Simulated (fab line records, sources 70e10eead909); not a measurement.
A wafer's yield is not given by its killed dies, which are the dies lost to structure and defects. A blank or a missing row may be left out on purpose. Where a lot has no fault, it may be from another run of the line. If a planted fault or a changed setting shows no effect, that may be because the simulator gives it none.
fab line records    flow nand-harc
[record] lots = 6  wafers = 18  last-day = 33
route steps=1302 shown A_BLC@1125 A_M0@1137 END@1302
lots that met no fault: from a run of the same line without faults
start-h: the number of hours between the record's first day and the start of the first shown wafer of the lot    wait-h: hours since the lot's step before    " identical to the entry in the row above    L1.1+2: a single row standing in for several wafers    - no value, or no start was given    * or withheld: withheld    < > ~ a bound
route shown NAME@n: NAME is a module with steps in the file, n the number in the route of the first one    usual: mean/standard deviation taken from wafers without a fault    same: alike in all rows    chamber/n: place in a boat    sites: the reading at each site    _std_site: their standard deviation    _edge_site: mean of outer sites minus mean of inner sites    radius-mm: for every site, how far away it sits from the centre of the wafer    mask NAME#n: copy n    behind: the last tool/chamber to shape the wafer    hold: reason for holding the lot/hours on hold/outcome of the hold    device: whichever transistor did not switch (one of n, p or np)    end of line: the tests these same wafers got at the end of their route    for a step that has no rows: nothing shown but its recipe    killed: count of dies lost to structure and defects at first sort (not the wafer's yield)    map: a wafer's dies, marking killed ones x, the rest . and places with no die _
set.NAME: setting as actually run; set.NAME@STEP: the setting as run at that earlier step    model.NAME: the simulator's own value behind a step, which no gauge read
lots at some steps of the route; a table a step, a row a wafer
services: the hour from which a tool's chamber was out of use, counted from the record's first day as start-h (under 0 if before that day), plus the number of hours and why
[[steps]]
[step NHARC_A_BLC_STRIP_29]
[recipe] cf4-flow-sccm = 150  ar-flow-sccm = 0  bias-w = 0  chemistry = CF4
[step NHARC_A_BLC_STRIP_21]
[recipe] o2-flow-sccm = 500  ar-flow-sccm = 0  bias-w = 0  chemistry = O2
[usual] drypump-motor-current-A = 5.4/0.45  oes-product-au = 1.001/0.011  rf-vpp-V = 57.6/0.91  showerhead-plenum-p-Torr = 3.51/0.16  throttle-valve-pct = 17.036/0.009
lot.wafer  tool         chamber  start-h  wait-h  drypump-motor-current-A  oes-product-au  rf-hours-counter-h  rf-vpp-V  showerhead-plenum-p-Torr  throttle-valve-pct
L762.1     rie-diel-04  3        567.29   0.1     5.2                      0.993           3                   57.8      3.70                      17.038
L762.3     "            0        "        "       5.8                      0.977           3                   58.7      3.59                      17.046
L762.4     "            2        "        "       5.2                      1.005           3                   57.7      3.39                      17.028
L767.4     rie-diel-10  2        637.93   0.1     5.2                      1.014           2                   58.0      3.65                      17.018
L767.1     "            0        "        "       5.0                      1.009           2                   59.0      3.48                      17.030
L767.6     "            2        "        "       5.2                      1.012           -                   58.3      3.65                      17.038
L771.1     rie-diel-04  1        672.07   0.1     6.5                      1.012           11                  57.8      3.69                      17.042
L771.3     "            2        "        "       5.2                      1.017           13                  56.2      3.38                      17.024
L771.2     "            0        "        "       5.8                      0.987           13                  56.9      3.59                      17.021
L776.4     rie-diel-04  1        703.74   0.1     6.4                      0.992           14                  57.5      3.69                      17.041
L776.6     "            1        "        "       6.5                      0.993           -                   57.5      3.69                      17.049
L776.5     "            2        "        "       5.2                      1.011           -                   57.3      3.38                      17.041
L778.1     rie-diel-04  0        719.89   0.1     5.8                      0.981           0                   57.1      3.58                      17.034
L778.4     "            1        "        "       6.5                      0.992           0                   59.0      3.69                      17.045
L778.5     "            1        "        "       6.5                      0.989           -                   58.4      3.69                      17.041
L780.1     rie-diel-10  3        736.08   0.1     5.1                      0.975           7                   58.3      3.30                      17.041
L780.5     "            0        "        "       5.0                      1.001           -                   56.9      3.48                      17.040
L780.4     "            2        "        "       5.2                      1.000           -                   58.4      3.65                      17.016
[step NHARC_A_BLC_STRIP_22]
[recipe] time-s = 600  temp-c = 30  chemistry = post-etch-residue-remover
[step NHARC_A_BLC_DEGAS_30]
[recipe] temp-c = 300  time-s = 60
[usual] heater-power-w = 465/38
lot.wafer  tool            chamber  start-h  wait-h  heater-power-w
L762.4     pvd-sputter-01  -        567.71   -       501
L762.3     "               -        "        "       428
L762.1     "               -        "        "       471
L767.1     pvd-sputter-01  -        638.34   -       447
L767.4     "               -        "        "       475
L767.6     "               -        "        "       443
L771.2     pvd-sputter-01  -        672.49   -       456
L771.3     "               -        "        "       479
L771.1     "               -        "        "       523
L776.4     pvd-sputter-01  -        704.16   -       489
L776.6     "               -        "        "       489
L776.5     "               -        "        "       454
L778.4     pvd-sputter-02  -        720.36   -       464
L778.1     "               -        "        "       425
L778.5     "               -        "        "       466
L780.4     pvd-sputter-03  -        736.50   -       427
L780.1     "               -        "        "       467
L780.5     "               -        "        "       428
[step NHARC_A_BLC_PRE_CLEAN_31]
[recipe] time-s = 15  bias-v = 250  gas = Ar
[step NHARC_A_BLC_PVD_32]
[recipe] target-thk-a = 50  chamber-pressure-pa = 5  power-w = 5000  substrate-temp-c = 200  time-s = 17.7  material = Ti
[step NHARC_A_BLC_ALD_23]
[recipe] target-thk-a = 30  pulse-time-s = 1  ald-cycles = 150  temp-c = 450  material = TiN
[usual] heater-power-w = 1090/75  precursor-pulse-height-rel = 1.001/0.019
[same] ald-cycles = 150
lot.wafer  tool          chamber  start-h  wait-h  heater-power-w  precursor-pulse-height-rel
L762.4     ald-metal-04  1        567.97   -       1220            1.022
L762.3     "             2        "        "       1150            0.992
L762.1     "             3        "        "       1182            1.034
L767.1     ald-metal-01  2        638.60   -       987             0.975
L767.4     "             3        "        "       1412            0.999
L767.6     "             2        "        "       993             1.036
L771.2     ald-metal-04  3        672.75   -       1122            1.012
L771.3     "             0        "        "       1075            0.966
L771.1     "             1        "        "       1129            1.044
L776.4     ald-metal-04  0        704.47   -       1072            0.991
L776.6     "             1        "        "       1095            1.030
L776.5     "             2        "        "       1160            0.991
L778.4     ald-metal-04  2        720.60   -       1139            1.021
L778.1     "             3        "        "       1152            1.001
L778.5     "             3        "        "       1120            0.997
L780.4     ald-metal-01  1        736.75   -       1040            0.968
L780.1     "             2        "        "       1010            1.022
L780.5     "             0        "        "       1059            1.012
[step NHARC_A_BLC_CVD_24]
[recipe] target-thk-a = 1500  temp-c = 300  pressure-torr = 40  wf6-flow-sccm = 40  h2-flow-sccm = 1600  ar-flow-sccm = 1560  time-s = 434  material = W
[usual] heater-power-w = 500/53  throttle-valve-pct = 7.96/0.2
lot.wafer  tool      chamber  start-h  wait-h  heater-power-w  throttle-valve-pct
L762.1     cvd-w-02  0        -        -       522             8.16
L762.3     "         1        "        "       569             7.89
L762.4     "         0        "        "       493             7.72
L767.1     cvd-w-01  1        -        -       408             8.23
L767.4     "         0        "        "       464             7.58
L767.6     "         0        "        "       469             8.03
L771.1     cvd-w-01  0        -        -       466             7.71
L771.2     "         1        "        "       411             8.19
L771.3     "         0        "        "       482             8.02
L776.4     cvd-w-02  1        -        -       544             8.14
L776.6     "         1        "        "       544             8.07
L776.5     "         0        "        "       480             7.90
L778.1     cvd-w-01  0        -        -       467             8.12
L778.4     "         1        "        "       412             8.20
L778.5     "         1        "        "       406             8.17
L780.1     cvd-w-02  0        -        -       496             7.54
L780.4     "         1        "        "       554             8.13
L780.5     "         1        "        "       556             7.96
[step NHARC_A_BLC_CMP_25]
[recipe] t-overpolish-s = 30  target-thk-nm = 150
[usual] motor-current-A = 11.8/1.2  overpolish-run-s = 30.000/0.0093  time-to-endpoint-s = 30.9/2.6
lot.wafer  tool    chamber  start-h  wait-h  motor-current-A  overpolish-run-s  time-to-endpoint-s
L762.3     cmp-04  1        568.69   0.3     11.8             29.993            33.2
L762.4     "       2        "        "       10.7             29.993            26.5
L762.1     "       0        "        "       13.0             29.999            35.7
L767.4     cmp-01  1        639.37   0.3     11.2             29.994            30.7
L767.1     "       3        "        "       10.0             30.005            33.8
L767.6     "       1        "        "       10.6             30.000            33.9
L771.2     cmp-04  2        673.46   0.4     11.0             29.988            27.9
L771.3     "       3        "        "       13.5             30.003            30.9
L771.1     "       0        "        "       12.6             30.008            30.4
L776.4     cmp-03  2        705.15   0.3     10.8             29.993            33.9
L776.5     "       2        "        "       11.2             30.011            29.5
L776.6     "       3        "        "       12.7             29.994            30.9
L778.1     cmp-04  1        721.46   0.5     11.9             29.998            35.7
L778.4     "       2        "        "       10.8             29.997            29.2
L778.5     "       3        "        "       14.2             30.002            33.5
L780.4     cmp-04  3        737.49   0.3     14.9             29.995            27.5
L780.1     "       0        "        "       12.9             30.015            29.1
L780.5     "       3        "        "       14.2             29.991            29.3
[step NHARC_A_BLC_SRD_27]
[step NHARC_A_BLC_INSPECT_28]
[usual] raw-defect-count = 502/97
lot.wafer  tool               chamber  start-h  wait-h  raw-defect-count
L762.1     defect-inspect-01  -        569.09   0.1     524
L762.3     "                  -        "        "       554
L762.4     "                  -        "        "       439
L767.1     defect-inspect-01  -        639.74   0.1     314
L767.4     "                  -        "        "       400
L767.6     "                  -        "        "       560
L771.1     defect-inspect-01  -        673.87   0.1     410
L771.2     "                  -        "        "       332
L771.3     "                  -        "        "       474
L776.4     defect-inspect-01  -        705.55   0.1     670
L776.5     "                  -        "        "       526
L776.6     "                  -        "        "       396
L778.1     defect-inspect-02  -        721.82   0.1     398
L778.4     "                  -        "        "       409
L778.5     "                  -        "        "       417
L780.1     defect-inspect-01  -        737.87   0.1     629
L780.4     "                  -        "        "       609
L780.5     "                  -        "        "       509
[step NHARC_A_M0_DEP_00]
[recipe] target-thk-a = 1500  target-thk-nm = 150  temp-c = withheld  pressure-torr = 5  flow-sccm = 200  rf-w = 600  material = SiOC
lot.wafer   tool      chamber  start-h  wait-h
L762.3+1+4  pecvd-03  2,0,1    569.63   0.5
L767.1+4+6  pecvd-02  2,1,2    639.90   0.2
L771.3+2+1  pecvd-02  2,0,1    673.96   0.1
L776.4+5+6  pecvd-04  2,0,1    705.75   0.2
L778.1+4+5  pecvd-04  0,0,1    721.93   0.1
L780.1+4+5  pecvd-02  1,1,0    737.93   0.1
[step NHARC_A_M0_DEHYDRATE_01]
[recipe] temp-c = 150  time-s = 120
[step NHARC_A_M0_HMDS_02]
[recipe] time-s = 30
[step NHARC_A_M0_COAT_33]
[recipe] temp-c = 200  time-s = 65
[step NHARC_A_M0_COAT_03]
[recipe] spin-rpm = 1500  resist-thk-nm = 90
[step NHARC_A_M0_SOFTBAKE_04]
[recipe] temp-c = 105  time-s = 55
[step NHARC_A_M0_EBR_05]
[step NHARC_A_M0_EXPOSE_06]
[recipe] na = 1.35  target-cd-nm = 80  dose-mj = 83.25  mask-id = A_M0
[step NHARC_A_M0_PEB_07]
[recipe] peb-temp-c = 100  peb-time-s = 65
[step NHARC_A_M0_DEVELOP_08]
[recipe] develop-time-s = 35  dev-temp-c = 23
[step NHARC_A_M0_CD_MEAS_09]
[recipe] target-cd-nm = 80  landing-energy-ev = 500
[usual] cd-nm = 80.3/0.77
lot.wafer  tool       chamber  start-h  wait-h  cd-nm
L762.1     cd-sem-03  0        570.42   -       80.3
L762.3     "          0        "        "       80.3
L762.4     "          0        "        "       80.1
L767.1     cd-sem-01  0        640.52   -       80.1
L767.4     "          0        "        "       79.9
L767.6     "          0        "        "       80.1
L771.1     cd-sem-03  0        674.67   -       80.0
L771.2     "          0        "        "       80.5
L771.3     "          0        "        "       80.3
L776.4     cd-sem-03  0        706.33   -       80.4
L776.5     "          0        "        "       79.7
L776.6     "          0        "        "       79.5
L778.1     cd-sem-03  0        722.72   -       80.0
L778.4     "          0        "        "       80.4
L778.5     "          0        "        "       80.2
L780.1     cd-sem-01  0        738.76   -       78.2
L780.4     "          0        "        "       78.7
L780.5     "          0        "        "       78.5
[step NHARC_A_M0_OVL_MEAS_10]
[recipe] pitch-nm = 160
[usual] overlay-x-nm = 0.1/0.71  overlay-y-nm = 0.0/0.78
lot.wafer  tool        chamber  start-h  wait-h  overlay-x-nm  overlay-y-nm
L762.1     overlay-01  -        570.52   -       1.1           -0.1
L762.3     "           -        "        "       1.3           -0.9
L762.4     "           -        "        "       0.6           -0.9
L767.1     overlay-02  -        640.61   -       1.3           1.0
L767.4     "           -        "        "       0.9           1.5
L767.6     "           -        "        "       0.7           0.9
L771.1     overlay-01  -        674.76   -       -0.4          1.8
L771.2     "           -        "        "       -0.9          0.9
L771.3     "           -        "        "       -0.7          1.7
L776.4     overlay-01  -        706.41   -       -1.1          1.5
L776.5     "           -        "        "       -0.8          1.4
L776.6     "           -        "        "       -1.0          1.2
L778.1     overlay-01  -        722.82   -       0.1           -0.2
L778.4     "           -        "        "       0.6           0.7
L778.5     "           -        "        "       0.9           0.5
L780.1     overlay-02  -        738.85   -       0.6           -0.9
L780.4     "           -        "        "       0.2           -0.8
L780.5     "           -        "        "       0.8           -1.0
[step NHARC_A_M0_INSPECT_11]
[usual] raw-defect-count = 82/40
lot.wafer  tool               chamber  start-h  wait-h  hold                      raw-defect-count
L762.1     defect-inspect-01  -        570.56   0.0     -                         194
L762.3     "                  -        "        "       -                         140
L762.4     "                  -        "        "       -                         140
L767.1     defect-inspect-01  -        640.64   0.0     await-dispo/0.2h/release  443
L767.4     "                  -        "        "       await-dispo/0.2h/release  457
L767.6     "                  -        "        "       await-dispo/0.2h/release  451
L767.1     defect-inspect-01  -        640.81   0.2     -                         440
L767.4     "                  -        "        "       -                         469
L767.6     "                  -        "        "       -                         457
L771.1     defect-inspect-02  -        674.79   0.0     await-dispo/0.2h/release  452
L771.2     "                  -        "        "       await-dispo/0.2h/release  460
L771.3     "                  -        "        "       await-dispo/0.2h/release  475
L771.1     defect-inspect-02  -        674.96   0.2     -                         465
L771.2     "                  -        "        "       -                         459
L771.3     "                  -        "        "       -                         480
L776.4     defect-inspect-01  -        706.45   0.0     -                         74
L776.5     "                  -        "        "       -                         83
L776.6     "                  -        "        "       -                         69
L778.1     defect-inspect-01  -        722.86   0.0     -                         39
L778.4     "                  -        "        "       -                         44
L778.5     "                  -        "        "       -                         36
L780.1     defect-inspect-02  -        738.89   0.0     -                         122
L780.4     "                  -        "        "       -                         114
L780.5     "                  -        "        "       -                         131
[step NHARC_END_SORT_01]
[recipe] temp-c = 25
[usual] defect-limited-yield = 91.1/2.9  killed-at-array = 55/20  killed-at-other = 1.1/1.2  killed-at-periphery = 3.8/2.8  killed-dies = 60/19  killed-open = 3.4/1.9  killed-short = 2.2/1.5
[same] gross-dies = 677
lot.wafer  tool       chamber  start-h  wait-h  defect-limited-yield[%]  killed-at-array  killed-at-other  killed-at-periphery  killed-dies  killed-open  killed-short
L762.1     prober-02  0        608.95   2.5     81.5                     120              2                3                    125          8            0
L762.3     prober-02  0        610.56   3.1     87.9                     77               4                1                    82           2            2
L762.4     prober-02  0        611.36   3.4     85.8                     92               1                3                    96           5            6
L767.1     prober-02  0        682.96   2.5     83.3                     106              0                7                    113          2            2
L767.4     prober-02  0        685.39   3.4     82.4                     117              0                2                    119          2            1
L767.6     prober-02  0        687.01   4.1     84.5                     101              1                3                    105          2            2
L771.1     prober-02  0        726.75   2.5     83.0                     109              3                3                    115          3            1
L771.2     prober-02  0        727.56   2.8     81.2                     124              1                2                    127          3            1
L771.3     prober-02  0        728.37   3.1     82.1                     119              2                0                    121          2            2
L776.4     prober-02  0        747.65   3.4     91.3                     55               0                4                    59           1            1
L776.5     prober-02  0        748.44   3.7     91.0                     57               0                4                    61           6            1
L776.6     prober-02  0        749.24   4.0     91.0                     56               0                5                    61           3            2
L778.1     prober-02  0        767.04   2.5     94.7                     32               0                4                    36           3            3
L778.4     prober-02  0        769.45   3.4     94.1                     35               1                4                    40           3            2
L778.5     prober-02  0        770.25   3.7     94.4                     32               1                5                    38           0            1
L780.1     prober-01  0        780.59   2.5     88.6                     73               3                1                    77           5            1
L780.4     prober-01  0        782.98   3.4     89.2                     66               2                5                    73           5            3
L780.5     prober-01  0        783.77   3.7     90.0                     67               1                0                    68           2            2
// killed by level:class
L762.1 A_CHANNEL_HOLE_D1:chamber-film-flake=38 A_SLIT:chamber-film-flake=37 A_CHANNEL_HOLE_D2:chamber-film-flake=29 A_STAIRCASE:chamber-film-flake=4 A_CONTACT:chamber-film-flake=3 A_SGD_CUT:geometric-particle:open=2 THIN_TSV:chamber-film-flake=2 P_GATE:geometric-particle:open=1
L762.3 A_SLIT:chamber-film-flake=29 A_CHANNEL_HOLE_D1:chamber-film-flake=23 A_CHANNEL_HOLE_D2:chamber-film-flake=19 THIN_TSV:chamber-film-flake=3 A_WL_FILL:geometric-particle:open=2 A_ONON_D1:geometric-particle:short=1 P_M1:chamber-film-flake=1 STARTING-WAFER:geometric-particle:short=1
L762.4 A_CHANNEL_HOLE_D2:chamber-film-flake=35 A_CHANNEL_HOLE_D1:chamber-film-flake=21 A_SLIT:chamber-film-flake=21 A_STAIRCASE:chamber-film-flake=4 A_CHANNEL_HOLE_D2:geometric-particle:short=2 A_WL_FILL:geometric-particle:short=2 A_M0:geometric-particle:open=2 A_CONTACT:chamber-film-flake=2
L767.1 A_M0:unspecified=78 A_CHANNEL_HOLE_D2:chamber-film-flake=5 A_STAIRCASE:chamber-film-flake=5 P_STI:chamber-film-flake=4 A_CONTACT:chamber-film-flake=4 P_GATE:chamber-film-flake=3 A_WL_FILL:chamber-film-flake=3 A_BONDPAD:chamber-film-flake=3
L767.4 A_M0:unspecified=70 A_CHANNEL_HOLE_D2:chamber-film-flake=25 A_SLIT:chamber-film-flake=4 A_CONTACT:chamber-film-flake=4 A_BONDPAD:chamber-film-flake=3 A_BLC:geometric-particle:open=2 P_GATE:chamber-film-flake=2 A_DECK1_JOINT:chamber-film-flake=2
L767.6 A_M0:unspecified=72 A_CONTACT:chamber-film-flake=5 A_CHANNEL_HOLE_D1:chamber-film-flake=4 A_STAIRCASE:chamber-film-flake=4 A_SLIT:chamber-film-flake=4 P_GATE:chamber-film-flake=3 A_CHANNEL_HOLE_D2:chamber-film-flake=3 A_BONDPAD:chamber-film-flake=3
L771.1 A_M0:unspecified=71 A_CHANNEL_HOLE_D1:chamber-film-flake=29 THIN_TSV:chamber-film-flake=3 P_M2:chamber-film-flake=2 A_SLIT:chamber-film-flake=2 A_DECK1_JOINT:geometric-particle:open=1 A_CHANNEL_FILL_D2:geometric-particle:short=1 A_WL_FILL:geometric-particle:open=1
L771.2 A_M0:unspecified=77 A_CHANNEL_HOLE_D1:chamber-film-flake=30 A_SLIT:chamber-film-flake=8 A_SGD_CUT:geometric-particle:open=2 A_DECK1_JOINT:chamber-film-flake=2 A_CHANNEL_FILL_D1:geometric-particle:short=1 A_WL_FILL:geometric-particle:open=1 P_GATE:chamber-film-flake=1
L771.3 A_M0:unspecified=74 A_CHANNEL_HOLE_D1:chamber-film-flake=30 A_CHANNEL_FILL_D1:chamber-film-flake=4 A_CONTACT:chamber-film-flake=4 A_SLIT:chamber-film-flake=2 THIN_TSV:chamber-film-flake=2 A_CHANNEL_HOLE_D1:geometric-particle:open=1 A_CHANNEL_FILL_D1:geometric-particle:short=1
L776.4 A_CHANNEL_HOLE_D1:chamber-film-flake=35 A_STAIRCASE:chamber-film-flake=5 A_SLIT:chamber-film-flake=5 A_CONTACT:chamber-film-flake=5 P_ZERO_WELL:chamber-film-flake=2 A_M1:chamber-film-flake=2 A_CHANNEL_FILL_D1:geometric-particle:open=1 A_DECK1_JOINT:geometric-particle:short=1
L776.5 A_CHANNEL_HOLE_D1:chamber-film-flake=26 A_CONTACT:chamber-film-flake=11 A_SLIT:chamber-film-flake=5 A_WL_FILL:chamber-film-flake=4 A_SOURCE_PLATE:geometric-particle:open=3 A_STAIRCASE:chamber-film-flake=3 A_DECK1_JOINT:geometric-particle:short=1 A_ONON_D2:geometric-particle:open=1
L776.6 A_CHANNEL_HOLE_D1:chamber-film-flake=27 A_STAIRCASE:chamber-film-flake=9 A_SLIT:chamber-film-flake=6 A_WL_FILL:chamber-film-flake=3 A_CONTACT:chamber-film-flake=3 P_ZERO_WELL:chamber-film-flake=2 A_M1:chamber-film-flake=2 A_CHANNEL_FILL_D1:geometric-particle:open=1
L778.1 A_CHANNEL_HOLE_D1:chamber-film-flake=9 A_SLIT:chamber-film-flake=7 A_STAIRCASE:chamber-film-flake=5 A_CONTACT:chamber-film-flake=5 P_STI:chamber-film-flake=2 P_STI:geometric-particle:short=1 P_M0:geometric-particle:open=1 A_ONON_D1:geometric-particle:short=1
L778.4 A_CHANNEL_HOLE_D1:chamber-film-flake=12 A_CONTACT:chamber-film-flake=6 A_STAIRCASE:chamber-film-flake=5 A_SLIT:chamber-film-flake=5 P_STI:chamber-film-flake=2 A_CHANNEL_HOLE_D2:chamber-film-flake=2 P_M2:geometric-particle:short=1 A_CHANNEL_FILL_D1:geometric-particle:short=1
L778.5 A_CHANNEL_HOLE_D1:chamber-film-flake=12 A_SLIT:chamber-film-flake=6 A_STAIRCASE:chamber-film-flake=4 A_CONTACT:chamber-film-flake=4 A_BLC:chamber-film-flake=4 P_STI:chamber-film-flake=3 P_M2:chamber-film-flake=2 A_CHANNEL_HOLE_D2:geometric-particle:short=1
L780.1 A_SLIT:chamber-film-flake=26 A_CHANNEL_HOLE_D2:chamber-film-flake=20 A_CHANNEL_HOLE_D1:chamber-film-flake=12 A_CONTACT:chamber-film-flake=5 THIN_TSV:chamber-film-flake=3 A_STAIRCASE:chamber-film-flake=2 P_M1:geometric-particle:open=1 A_CHANNEL_FILL_D1:geometric-particle:short=1
L780.4 A_SLIT:chamber-film-flake=23 A_CHANNEL_HOLE_D2:chamber-film-flake=16 A_CHANNEL_HOLE_D1:chamber-film-flake=13 A_CHANNEL_FILL_D1:chamber-film-flake=3 A_CONTACT:chamber-film-flake=3 P_ZERO_WELL:chamber-film-flake=2 THIN_TSV:chamber-film-flake=2 P_GATE:geometric-particle:open=1
L780.5 A_SLIT:chamber-film-flake=30 A_CHANNEL_HOLE_D2:chamber-film-flake=22 A_CHANNEL_HOLE_D1:chamber-film-flake=7 A_ONON_D1:geometric-particle:short=1 A_CONTACT:geometric-particle:open=1 A_BLC:geometric-particle:short=1 A_M0:geometric-particle:open=1 A_CHANNEL_FILL_D1:chamber-film-flake=1
// map L767.4 (x killed, . not)
____________.____________
_________......._________
_______..........._______
______.............______
_____..............._____
____.................____
____.................____
___.........x.........___
___..x................___
__..x..................__
__.....x...............__
_xx....................._
_..x.x..x..............._
_..............x........_
_......................._
_......................._
.x..x....................
...xx....x...............
..x.x...................x
.........................
..xx....x................
_....................x.._
_......................._
_...x..............x..x._
_...........x....x..x..._
_..........xx.x..xxxx..._
__.......x.xxxx.x.xxx..__
__......xxxxxxx.x.x..xx__
___.....xxxxxxx...xxxx___
___.....xxxxxxx...xx..___
____....xxxxxxxx.x...____
____.x..xxxxxxx......____
_____..xxxxxxxxx...x_____
______..xxxxxx.....______
_______..xxxx....._______
_________xxxxx.x_________
____________x____________
// map L771.2 (x killed, . not)
____________.____________
_________......._________
_______........xx._______
______.............______
_____.............x._____
____.......x..x......____
____......xxxxx......____
___.......xxxxxx......___
___......xxxxxxxx..x..___
__......xxxxxxxxx....x.__
__.......xxxxxxx.......__
_........xxxxxxxx......._
_.........xxxxxxx......._
_........xxxxxxx........_
_........xxxxxxx.x......_
_x........xxxxx........._
...........xxxxx.........
........x...x...........x
x.x.........x............
x........................
x....xx..................
_....xx..xx............._
_....xxxxx.............._
_xxx.xxx.xx............._
_...xxxxx..............._
_....xxxx........x......_
__..xx.x...............__
__...x..x..............__
___...................___
___...x...............___
____.................____
____.................____
_____..............x_____
______.............______
_______..........._______
_________......._________
____________.____________
[[services]]
tool            chamber  start-h  hours  kind
rie-diel-04     1        545.01   15.0   repair
cvd-w-01        -        547.08   13.0   pm
pvd-sputter-01  -        571.49   10.4   repair
cmp-04          -        576.37   1.1    repair
cmp-04          -        580.62   0.4    repair
pvd-sputter-01  -        582.92   10.0   pm
ald-metal-04    2        585.03   20.9   repair
pecvd-02        -        589.05   13.0   pm
rie-diel-04     1        593.36   8.4    repair
cmp-04          -        601.14   4.0    pm
cvd-w-02        -        631.00   13.0   pm
pecvd-02        -        631.61   0.8    repair
cmp-04          -        644.88   5.8    repair
pecvd-02        0        646.26   17.9   repair
ald-metal-04    -        652.00   10.0   pm
cmp-04          -        663.65   0.8    repair
cmp-04          -        665.70   2.4    repair
ald-metal-04    -        679.27   1.3    repair
cmp-04          -        683.68   0.2    repair
cvd-w-01        1        685.37   19.7   repair
cmp-04          -        699.14   4.0    pm
rie-diel-04     -        708.92   9.0    pm
cvd-w-01        -        712.52   0.7    repair
cvd-w-01        -        728.08   13.0   pm
[[key]]
[first-sign] step = NHARC_A_M0_INSPECT_11  reading = visit  direction = added
[effect] step = NHARC_A_M0_INSPECT_11  reading = raw-defect-count  direction = up  sigmas = 9.3  usual = 82  struck = 456
[effect] step = NHARC_END_SORT_01  reading = killed-at-array  direction = up  sigmas = 2.9  usual = 55  struck = 113
[more-kills-born-at] NHARC_A_M0_DEP_00@pecvd-02 = 442
met-at NHARC_A_M0_DEP_00
struck-wafers L767.1,L767.4,L767.6,L771.1,L771.2,L771.3
[fault] kind = chamber-particle-source  tool = pecvd-02  chamber = -  onset-h = 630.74  steps = NHARC_A_M0_DEP_00  rate-per-visit-cm2 = 0.62651  end-h = 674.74
